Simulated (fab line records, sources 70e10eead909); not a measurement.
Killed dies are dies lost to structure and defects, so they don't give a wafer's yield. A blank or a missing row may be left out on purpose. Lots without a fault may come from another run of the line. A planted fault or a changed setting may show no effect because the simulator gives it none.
Chamber matching | flow nand_harc | NHARC_A_SGD_CUT_ETCH_58 on rie_diel-03: 4 sister chambers
The step etches the open film in CF4, target depth 39 nm, time 65 s. 14 wafers are shown with their chamber, then 7 later ones without.

WAFERS WITH THEIR CHAMBER
wafer  | chamber | drypump_motor_current_A (A) | rf_vpp_V (V) | throttle_valve_pct (%)
L980.1 | 2       | 5.8                         | 149.7        | 13.286
L980.5 | 2       | 5.8                         | 151.1        | 13.292
L980.6 | 1       | 4.6                         | 150.9        | 13.290
L983.1 | 3       | 5.5                         | 149.8        | 13.272
L983.5 | 1       | 4.6                         | 152.2        | 13.282
L983.6 | 2       | 5.8                         | 148.8        | 13.302
L985.1 | 3       | 5.5                         | 150.1        | 13.284
L985.2 | 2       | 5.8                         | 148.9        | 13.284
L985.3 | 1       | 4.6                         | 151.3        | 13.283
L987.1 | 3       | 5.5                         | 150.7        | 13.280
L987.5 | 0       | 4.9                         | 152.8        | 13.287
L987.6 | 1       | 4.6                         | 152.2        | 13.270
L989.4 | 0       | 4.8                         | 153.7        | 13.288
L989.5 | 0       | 4.8                         | 151.5        | 13.280

SIGNATURES (means of the wafers above)
reading                 | chamber 0 | chamber 1 | chamber 2 | chamber 3 | scatter within a chamber
drypump_motor_current_A | 4.833     | 4.600     | 5.800     | 5.500     | 0.0258
rf_vpp_V                | 152.667   | 151.650   | 149.625   | 150.200   | 0.869
throttle_valve_pct      | 13.28500  | 13.28125  | 13.29100  | 13.27867  | 0.00718
Rule: a wafer's distance from a chamber is the root of the sum, over the readings, of the square of ((its reading less the chamber's mean) divided by the reading's scatter). The wafer belongs to the nearest chamber; if the next one is less than 2 further off, it can't be placed. The scatter: the root of (the sum of the squares of (reading less its chamber's mean) over the shown wafers, divided by (wafers less chambers)).

WAFERS WITHOUT THEIR CHAMBER
wafer  | drypump_motor_current_A (A) | rf_vpp_V (V) | throttle_valve_pct (%)
L989.6 | 5.6                         | 147.7        | 13.274
L992.2 | 4.6                         | 150.5        | 13.289
L992.5 | 4.6                         | 151.8        | 13.274
L992.6 | 5.8                         | 149.9        | 13.271
L103.3 | 5.6                         | 150.3        | 13.277
L103.5 | 5.6                         | 149.2        | 13.292
L103.6 | 4.8                         | 152.1        | 13.297

WHICH CHAMBER EACH WENT THROUGH
wafer  | from the rows above | in truth
L989.6 | 3                   | 3
L992.2 | 1                   | 1
L992.5 | 1                   | 1
L992.6 | 2                   | 2
L103.3 | 3                   | 3
L103.5 | 3                   | 3
L103.6 | 0                   | 0
Placed correctly: 7 of 7. Can't be placed from these rows: 0. Placed wrongly: 0.
